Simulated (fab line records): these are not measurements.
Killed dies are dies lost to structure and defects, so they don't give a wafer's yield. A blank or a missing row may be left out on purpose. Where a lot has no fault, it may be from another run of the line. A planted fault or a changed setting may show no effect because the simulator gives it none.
fab line records    flow n5_finfet
record lots=6  wafers=18  last_day=17
route steps=1938 shown BEOL_M6@1219
lots that met no fault: taken from a fault-free run of the same line
start_h: hours from the record's opening day to when the first of the lot's shown wafers began    wait_h: hours from the lot's prior step to this one    " same as the row above    L1.1+2: a single row standing in for several wafers    - no value present, or no start provided    * or withheld: withheld    < > ~ a bound
route shown NAME@n: a module of which the file shows steps, and the number in the route of the first    usual: mean/standard deviation of fault-free wafers    same: alike in all rows    chamber/n: place in a boat    sites: each site's reading    _std_site: standard deviation of those values    _edge_site: mean of outer sites minus mean of inner sites    radius_mm: for every site, how far away it sits from the centre of the wafer    mask NAME#n: copy n    behind: tool/chamber where the wafer was last shaped    hold: why the lot went on hold/how many hours it stayed there/how the hold came to an end    device: the n, p or np transistor that did not switch    end of line: the same wafers' tests at the end of the route    step lacking rows: just its recipe    killed: at the first sort, the dies lost to defects and structure; wafer yield is something else    map: per-die view of a wafer (x killed, . not killed, _ where there is no die)
set.NAME: setting as actually run; set.NAME@STEP: the setting as run at that earlier step    model.NAME: the simulator's own value behind a step, which no gauge read
lots at selected steps of the route; one table per step, one row per wafer
services: from which hour (start_h, from the record's first day; less than 0 if before it) a tool's chamber was out of use, for how many hours, and why
## steps
# step N5_BEOL_M6_COAT_64
# recipe resist=SiARC  temp_c=220  time_s=60  spin_rpm=1500  resist_thk_nm=12
# step N5_BEOL_M6_COAT_71
# recipe resist=underlayer  temp_c=205  time_s=60  spin_rpm=1500  resist_thk_nm=5
# step N5_BEOL_M6_COAT_22
# recipe resist=CAR-EUV  spin_rpm=1500  resist_thk_nm=30
# step N5_BEOL_M6_EBR_24
# recipe solvent=PGMEA  ebr_width_mm=1.5
# step N5_BEOL_M6_SOFTBAKE_23
# recipe temp_c=110  time_s=60  resist=CAR-EUV
# step N5_BEOL_M6_EXPOSE_25
# recipe mask_id=V5  na=0.33  source_shape=annular  sigma_inner=0.4  sigma_outer=0.8  polarization=unpolarized  target_cd_nm=40  dose_mj=45
# step N5_BEOL_M6_PEB_26
# recipe peb_temp_c=100  peb_time_s=60  resist=CAR-EUV
# step N5_BEOL_M6_DEVELOP_27
# recipe develop_time_s=30  developer=TMAH  resist=CAR-EUV  rinse_liquid=surfactant_rinse  dry=air_spin  dev_temp_c=23
# step N5_BEOL_M6_CD_MEAS_28
# recipe target_cd_nm=40  landing_energy_ev=500  detector=se_inlens
# usual cd_nm=40.01/0.23
lot.wafer  tool       chamber  start_h  wait_h  cd_nm
L316.2     cd_sem-01  0        217.28   -       39.98
L316.5     "          0        "        "       40.31
L316.6     "          0        "        "       40.39
L319.2     cd_sem-01  0        251.48   -       40.26
L319.4     "          0        "        "       40.26
L319.5     "          0        "        "       40.35
L321.1     cd_sem-01  0        280.08   -       39.98
L321.2     "          0        "        "       40.16
L321.5     "          0        "        "       40.30
L322.3     cd_sem-02  0        280.55   -       39.81
L322.4     "          0        "        "       39.99
L322.5     "          0        "        "       39.87
L327.3     cd_sem-01  0        305.19   -       40.02
L327.5     "          0        "        "       40.23
L327.6     "          0        "        "       39.91
L329.2     cd_sem-03  0        308.44   -       40.21
L329.4     "          0        "        "       39.93
L329.5     "          0        "        "       39.95
# step N5_BEOL_M6_OVL_MEAS_29
# recipe points_per_wafer=522
# usual V5_OVL=-0.3/0.69
lot.wafer  tool        chamber  start_h  wait_h  V5_OVL[nm]
L316.2     overlay-01  0        217.32   0.0     0.1
L316.5     "           0        "        "       -0.1
L316.6     "           0        "        "       -0.6
L319.2     overlay-01  0        251.51   0.0     -0.2
L319.4     "           0        "        "       -0.2
L319.5     "           0        "        "       -0.8
L321.1     overlay-01  0        280.11   0.0     -0.2
L321.2     "           0        "        "       0.7
L321.5     "           0        "        "       -1.0
L322.3     overlay-01  0        280.59   0.0     -0.6
L322.4     "           0        "        "       1.2
L322.5     "           0        "        "       -0.3
L327.3     overlay-02  0        305.23   0.0     -0.3
L327.5     "           0        "        "       -0.3
L327.6     "           0        "        "       -1.4
L329.2     overlay-01  0        308.47   0.0     -1.5
L329.4     "           0        "        "       -0.4
L329.5     "           0        "        "       0.0
# step N5_BEOL_M6_INSPECT_30
# recipe mode=adi  inspect_instrument=brightfield
# usual raw_defect_count=387/92
lot.wafer  tool               chamber  start_h  wait_h  raw_defect_count
L316.2     defect_inspect-01  -        217.37   0.0     273
L316.5     "                  -        "        "       255
L316.6     "                  -        "        "       233
L319.2     defect_inspect-01  -        251.56   0.0     488
L319.4     "                  -        "        "       290
L319.5     "                  -        "        "       376
L321.1     defect_inspect-01  -        280.17   0.1     564
L321.2     "                  -        "        "       390
L321.5     "                  -        "        "       253
L322.3     defect_inspect-02  -        280.63   0.0     595
L322.4     "                  -        "        "       458
L322.5     "                  -        "        "       416
L327.3     defect_inspect-02  -        305.28   0.0     262
L327.5     "                  -        "        "       366
L327.6     "                  -        "        "       362
L329.2     defect_inspect-02  -        308.52   0.0     421
L329.4     "                  -        "        "       402
L329.5     "                  -        "        "       594
# step N5_BEOL_M6_DESCUM_33
# recipe chemistry=O2  time_s=7  source_power_w=50  bias_power_w=20  pressure_mtorr=20  rf_frequency_hz=2.712e+07  temp_c=40  resist=CAR-EUV  o2_flow_sccm=225
# usual drypump_motor_current_A=5.7/0.37  oes_product_au=0.83/0.084  rf_vpp_V=242.8/1.3  showerhead_plenum_p_Torr=2.08/0.07  throttle_valve_pct=20.31/0.17
lot.wafer  tool         chamber  start_h  wait_h  drypump_motor_current_A  oes_product_au  rf_hours_counter_h  rf_vpp_V  showerhead_plenum_p_Torr  throttle_valve_pct
L316.2     rie_diel-06  1        217.40   0.0     5.6                      0.74            183                 241.5     2.08                      20.31
L316.5     "            0        "        "       5.3                      0.83            -                   243.1     2.22                      20.38
L316.6     "            1        "        "       5.6                      0.74            -                   244.1     2.08                      20.31
L319.2     rie_diel-02  1        251.62   0.1     5.8                      0.87            46                  243.6     2.04                      20.23
L319.4     "            2        "        "       5.6                      0.85            66                  243.9     2.03                      20.18
L319.5     "            1        "        "       5.8                      0.86            -                   242.6     2.04                      20.22
L321.1     rie_diel-02  1        280.20   0.0     5.8                      0.85            54                  242.8     2.04                      20.25
L321.2     "            2        "        "       5.7                      0.83            76                  242.3     2.03                      20.20
L321.5     "            1        "        "       5.9                      0.84            -                   244.8     2.04                      20.24
L322.3     rie_diel-01  1        280.89   0.3     5.5                      0.95            7                   243.8     2.07                      20.62
L322.4     "            3        "        "       6.4                      0.89            49                  243.4     2.04                      20.27
L322.5     "            3        "        "       6.4                      0.88            -                   241.0     2.04                      20.22
L327.3     rie_diel-02  0        305.31   0.0     5.9                      0.70            211                 242.4     2.17                      20.30
L327.5     "            3        "        "       5.2                      0.70            -                   244.2     2.15                      20.34
L327.6     "            0        "        "       5.9                      0.69            -                   244.6     2.17                      20.29
L329.2     rie_diel-01  1        308.56   0.0     5.5                      0.94            15                  244.5     2.06                      20.65
L329.4     "            1        "        "       5.5                      0.93            -                   242.0     2.06                      20.66
L329.5     "            0        "        "       5.2                      0.89            -                   242.9     2.04                      20.32
# step N5_BEOL_M6_ETCH_72
# recipe chemistry=N2/H2  target=underlayer  target_depth_a=65  mask_material=CAR-EUV  time_s=5.2  ion_energy_ev=200  pressure_mtorr=30  source_w=840  bias_w=150  n2_flow_sccm=200  h2_flow_sccm=200  ends=cleared
# usual drypump_motor_current_A=5.7/0.38  etch_rf_on_time_s=5.12/0.065  n2_flow_sccm=200.1/0.54  oes_product_au=0.71/0.073  rf_vpp_V=523.3/2.5  showerhead_plenum_p_Torr=2.53/0.085  throttle_valve_pct=17.73/0.15
lot.wafer  tool         chamber  start_h  wait_h  drypump_motor_current_A  etch_rf_on_time_s  n2_flow_sccm  oes_product_au  rf_hours_counter_h  rf_vpp_V  showerhead_plenum_p_Torr  throttle_valve_pct
L316.2     rie_diel-06  1        217.44   0.0     5.7                      5.22               200.1         0.61            183                 521.8     2.52                      17.69
L316.5     "            0        "        "       5.3                      5.07               200.6         0.71            -                   527.2     2.69                      17.78
L316.6     "            1        "        "       5.6                      5.23               199.8         0.62            -                   523.5     2.52                      17.67
L319.2     rie_diel-02  1        251.66   0.0     5.9                      5.11               199.9         0.72            46                  523.6     2.49                      17.66
L319.4     "            2        "        "       5.7                      5.02               199.7         0.72            66                  522.6     2.48                      17.69
L319.5     "            1        "        "       5.9                      5.09               199.7         0.74            -                   523.1     2.48                      17.67
L321.1     rie_diel-02  1        280.23   0.0     5.9                      3.34               200.7         0.94            54                  522.4     2.48                      17.76
L321.2     "            2        "        "       5.7                      3.28               200.4         0.93            76                  524.6     2.47                      17.78
L321.5     "            1        "        "       5.9                      5.17               200.1         0.72            -                   521.2     2.48                      17.68
L322.3     rie_diel-01  1        280.92   0.0     5.6                      5.13               200.2         0.80            7                   521.1     2.50                      17.88
L322.4     "            3        "        "       6.4                      5.14               199.6         0.76            49                  521.1     2.48                      17.61
L322.5     "            3        "        "       6.4                      5.19               199.9         0.75            -                   522.7     2.48                      17.63
L327.3     rie_diel-02  0        305.35   0.0     5.9                      5.01               199.9         0.59            211                 526.0     2.62                      17.72
L327.5     "            3        "        "       5.2                      5.11               199.5         0.59            -                   527.2     2.62                      17.81
L327.6     "            0        "        "       5.9                      3.24               200.8         0.77            -                   525.6     2.62                      17.80
L329.2     rie_diel-01  1        308.61   0.0     5.5                      5.06               199.6         0.79            15                  521.9     2.49                      17.90
L329.4     "            1        "        "       5.6                      5.13               199.7         0.76            -                   522.0     2.49                      17.91
L329.5     "            0        "        "       5.1                      4.98               200.3         0.77            -                   523.6     2.48                      17.78
# step N5_BEOL_M6_ETCH_65
# recipe chemistry=CF4  target=SiARC  target_depth_a=156  mask_material=CAR-EUV  time_s=26  ion_energy_ev=80  pressure_mtorr=40  source_w=545  bias_w=36  Ar_flow_sccm=100  cf4_flow_sccm=100  ends=cleared
# usual drypump_motor_current_A=5.7/0.38  etch_rf_on_time_s=25.72/0.3  oes_product_au=0.71/0.072  rf_vpp_V=183.9/1.2  showerhead_plenum_p_Torr=2.13/0.066  throttle_valve_pct=15.46/0.16
lot.wafer  tool         chamber  start_h  wait_h  drypump_motor_current_A  etch_rf_on_time_s  oes_product_au  rf_hours_counter_h  rf_vpp_V  showerhead_plenum_p_Torr  throttle_valve_pct
L316.2     rie_diel-06  1        217.45   0.0     5.6                      26.00              0.63            183                 184.1     2.13                      15.57
L316.5     "            0        "        "       5.3                      25.45              0.71            -                   184.1     2.26                      15.47
L316.6     "            1        "        "       5.6                      26.09              0.62            -                   185.5     2.13                      15.55
L319.2     rie_diel-02  1        251.68   0.0     5.8                      26.09              0.72            46                  183.8     2.09                      15.39
L319.4     "            2        "        "       5.7                      25.81              0.72            66                  185.1     2.08                      15.35
L319.5     "            1        "        "       5.8                      26.13              0.73            -                   184.2     2.09                      15.37
L321.1     rie_diel-02  1        280.25   0.0     5.8                      25.79              0.72            54                  182.4     2.09                      15.40
L321.2     "            2        "        "       5.6                      25.37              0.71            76                  183.0     2.08                      15.38
L321.5     "            1        "        "       5.8                      26.07              0.72            -                   183.7     2.09                      15.39
L322.3     rie_diel-01  1        280.94   0.0     5.5                      25.71              0.80            7                   184.1     2.11                      15.64
L322.4     "            3        "        "       6.4                      25.64              0.75            49                  182.1     2.09                      15.39
L322.5     "            3        "        "       6.4                      25.84              0.75            -                   184.5     2.09                      15.41
L327.3     rie_diel-02  0        305.36   0.0     5.9                      25.40              0.60            211                 185.2     2.20                      15.47
L327.5     "            3        "        "       5.2                      25.46              0.61            -                   183.8     2.20                      15.62
L327.6     "            0        "        "       5.9                      25.69              0.59            -                   183.8     2.20                      15.48
L329.2     rie_diel-01  1        308.63   0.0     5.5                      25.78              0.78            15                  183.6     2.10                      15.65
L329.4     "            1        "        "       5.5                      25.66              0.79            -                   184.4     2.10                      15.65
L329.5     "            0        "        "       5.2                      25.30              0.76            -                   184.8     2.09                      15.48
## services
tool         chamber  start_h  hours  kind
rie_diel-02  0        212.15   22.1   repair
rie_diel-06  3        215.95   2.9    repair
rie_diel-01  1        240.61   -      clean
rie_diel-01  1        240.61   -      consumable_replace:focus_ring
rie_diel-01  1        240.61   16.8   scheduled_down
rie_diel-01  1        240.61   16.8   vent_cycle
rie_diel-06  3        242.73   -      clean
rie_diel-06  3        242.73   -      consumable_replace:focus_ring
rie_diel-06  3        242.73   -      consumable_replace:showerhead
rie_diel-02  2        281.00   6.7    repair
rie_diel-01  2        307.95   1.8    repair
## key
first_sign step=N5_BEOL_M6_ETCH_72  reading=etch_rf_on_time_s  direction=down  sigmas=28  usual=*  struck=*
effect step=N5_BEOL_M6_ETCH_72  reading=oes_product_au  direction=up  sigmas=2.3  usual=0.71  struck=0.88
met_at N5_BEOL_M6_ETCH_72
struck_wafers L321.1,L321.2,L327.6
onset_between 251.66 280.23
fault kind=process_parameter_drift  tool=rie_diel-02  chamber=-  onset_h=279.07  steps=N5_BEOL_M6_ETCH_72  channel=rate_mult  offset=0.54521  shape=step  end_h=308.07  scope=struck_wafers_only
